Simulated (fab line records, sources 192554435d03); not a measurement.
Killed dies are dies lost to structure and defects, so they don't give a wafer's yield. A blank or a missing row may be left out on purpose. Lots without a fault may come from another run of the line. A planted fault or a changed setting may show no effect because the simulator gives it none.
Which tool did it? | flow n5_finfet | 13 lots, 37 wafers sampled, at 4 steps of a route of 1938

WHAT THE GAUGES READ, wafer by wafer
N5_BEOL_M13_RS_MEAS_54: measures by four-point-probe.
lot  | measured     | on            | M13_RS (ohm/sq)
L716 | day 11 06:31 | film_metro-01 | 0.0443 0.0461 0.0442
L715 | day 11 10:01 | film_metro-02 | 0.0449 0.0451
L718 | day 12 00:58 | film_metro-01 | 0.0467 0.0448 0.0459
L719 | day 12 13:05 | film_metro-01 | 0.0449 0.0448 0.0445
L720 | day 13 06:15 | film_metro-02 | 0.0459 0.0448 0.0454
L723 | day 13 06:41 | film_metro-02 | 0.0433 0.0441 0.0435
L722 | day 13 07:31 | film_metro-01 | 0.0436 0.0453 0.0456
L724 | day 13 22:55 | film_metro-02 | 0.0443 0.0454 0.0440
L726 | day 14 13:14 | film_metro-02 | 0.0446 0.0454
L727 | day 14 21:44 | film_metro-01 | 0.0451 0.0439 0.0444
L733 | day 16 02:27 | film_metro-01 | 0.0456 0.0459 0.0437
L734 | day 16 02:45 | film_metro-02 | 0.0452 0.0440 0.0438
L736 | day 16 20:38 | film_metro-02 | 0.0433 0.0453 0.0450

N5_BEOL_M14_INSPECT_12: inspects for defects (macro).
lot  | measured     | on                | raw_defect_count
L716 | day 11 07:25 | defect_inspect-02 | 2 1 2
L715 | day 11 10:46 | defect_inspect-02 | 3 4
L718 | day 12 01:35 | defect_inspect-01 | 1 4 2
L719 | day 12 13:49 | defect_inspect-01 | 1 1 0
L720 | day 13 06:59 | defect_inspect-01 | 1 3 3
L723 | day 13 07:26 | defect_inspect-01 | 0 2 1
L722 | day 13 08:15 | defect_inspect-01 | 1 1 5
L724 | day 13 23:31 | defect_inspect-02 | 6 1 0
L726 | day 14 13:50 | defect_inspect-01 | 3 2
L727 | day 14 22:22 | defect_inspect-02 | 4 3 3
L733 | day 16 03:06 | defect_inspect-01 | 2 4 1
L734 | day 16 03:22 | defect_inspect-01 | 0 1 4
L736 | day 16 21:22 | defect_inspect-02 | 3 3 5

WHICH TOOL RAN EACH LOT (tool, then ch and the chambers of the sampled wafers, then the start)
lot  | N5_BEOL_M13_SPUTTER_45       | N5_BEOL_M14_COAT_04
L716 | pvd_sputter-01, day 11 05:31 | litho_track-01 ch 0, day 11 06:58
L715 | pvd_sputter-03, day 11 09:01 | litho_track-03 ch 0, day 11 10:19
L718 | pvd_sputter-03, day 11 23:35 | litho_track-01 ch 0, day 12 01:15
L719 | pvd_sputter-03, day 12 11:53 | litho_track-03 ch 0, day 12 13:22
L720 | pvd_sputter-01, day 13 05:15 | litho_track-04 ch 0, day 13 06:32
L723 | pvd_sputter-01, day 13 05:41 | litho_track-03 ch 0, day 13 06:58
L722 | pvd_sputter-01, day 13 06:15 | litho_track-04 ch 0, day 13 07:48
L724 | pvd_sputter-02, day 13 21:54 | litho_track-04 ch 0, day 13 23:12
L726 | pvd_sputter-02, day 14 12:16 | litho_track-04 ch 0, day 14 13:31
L727 | pvd_sputter-01, day 14 20:22 | litho_track-04 ch 0, day 14 22:02
L733 | pvd_sputter-03, day 16 01:27 | litho_track-04 ch 0, day 16 02:44
L734 | pvd_sputter-02, day 16 01:44 | litho_track-03 ch 0, day 16 03:02
L736 | pvd_sputter-02, day 16 19:38 | litho_track-04 ch 0, day 16 20:55
- N5_BEOL_M13_SPUTTER_45: material Cu, target thk 80 nm, time 13.33 s.
- N5_BEOL_M14_COAT_04: resist thk 800 nm.

WHAT THE TOOLS THEMSELVES READ (means of the sampled wafers that have a number; where no wafer has one, the mark that the record gives instead)
N5_BEOL_M13_SPUTTER_45.
lot  | tool           | susceptor_temp_C (C) | throttle_valve_pct (%)
L716 | pvd_sputter-01 | -19.98               | 29.7
L715 | pvd_sputter-03 | -19.96               | 29.1
L718 | pvd_sputter-03 | -20.03               | 29.5
L719 | pvd_sputter-03 | -19.87               | 29.1
L720 | pvd_sputter-01 | -20.02               | 29.5
L723 | pvd_sputter-01 | -20.06               | 29.8
L722 | pvd_sputter-01 | -19.89               | 29.7
L724 | pvd_sputter-02 | -19.88               | 29.2
L726 | pvd_sputter-02 | -20.05               | 30.7
L727 | pvd_sputter-01 | -20.01               | 29.5
L733 | pvd_sputter-03 | -20.17               | 30.0
L734 | pvd_sputter-02 | -19.97               | 29.8
L736 | pvd_sputter-02 | -20.01               | 30.2

N5_BEOL_M14_COAT_04.
lot  | tool           | spin_speed_rpm (rpm)
L716 | litho_track-01 | 1703.2
L715 | litho_track-03 | 1703.8
L718 | litho_track-01 | 1703.4
L719 | litho_track-03 | 1704.5
L720 | litho_track-04 | 1705.3
L723 | litho_track-03 | 1702.9
L722 | litho_track-04 | 1702.9
L724 | litho_track-04 | 1703.7
L726 | litho_track-04 | 1702.9
L727 | litho_track-04 | 1703.8
L733 | litho_track-04 | 1460.9
L734 | litho_track-03 | 1705.4
L736 | litho_track-04 | 1460.3

THE ANSWER, worked out from the rows above alone
Rule: what is usual is taken from the lots themselves. Put in order of their means at a reading, lots are off if they are a third of the lots or fewer, leave a main group of 4 or more, and stand apart from it by a gap of 3 or more times the standard deviation of the main group's means; of several such gaps the widest counts. A main group whose means are all the same, to the digits that the tables above print for the reading, isn't used. A lot without any number at a reading at which 4 lots or more have one is off too. The other lots that the step has rows for count as sound. The gauges are gone through in route order, then the tools' own readings, and for those a lot's mean is taken as printed above. The first step at which some lot is off is used, and at that step the reading that is off furthest; a lot without a number counts as furthest.
Off: L733, L736, at N5_BEOL_M14_COAT_04 (spin_speed_rpm). The main group: mean 1703.8 rpm, standard deviation 0.87.
A tool fits if, at that step or a process step before it, it ran every lot that is off, and no sound lot after the first of them. One fits: litho_track-04 at N5_BEOL_M14_COAT_04. Its last sound lot is L727 (day 14 22:02), its first lot that is off L733 (day 16 02:44): a fault that began between those two fits.
The tool's own readings at N5_BEOL_M14_COAT_04 bear it out: on the lots that are off they differ by more than 5 times the standard deviation of the sound lots' means. spin_speed_rpm reads 1460.6 rpm there against 1703.8 rpm on the sound lots.

WHAT THE SIMULATOR HAD PUT IN
Process parameter drift: litho_track-04, from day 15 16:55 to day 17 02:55, at N5_BEOL_M14_COAT_04. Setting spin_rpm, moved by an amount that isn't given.
Lots struck among those shown: L733, L736. The rule above found the same.
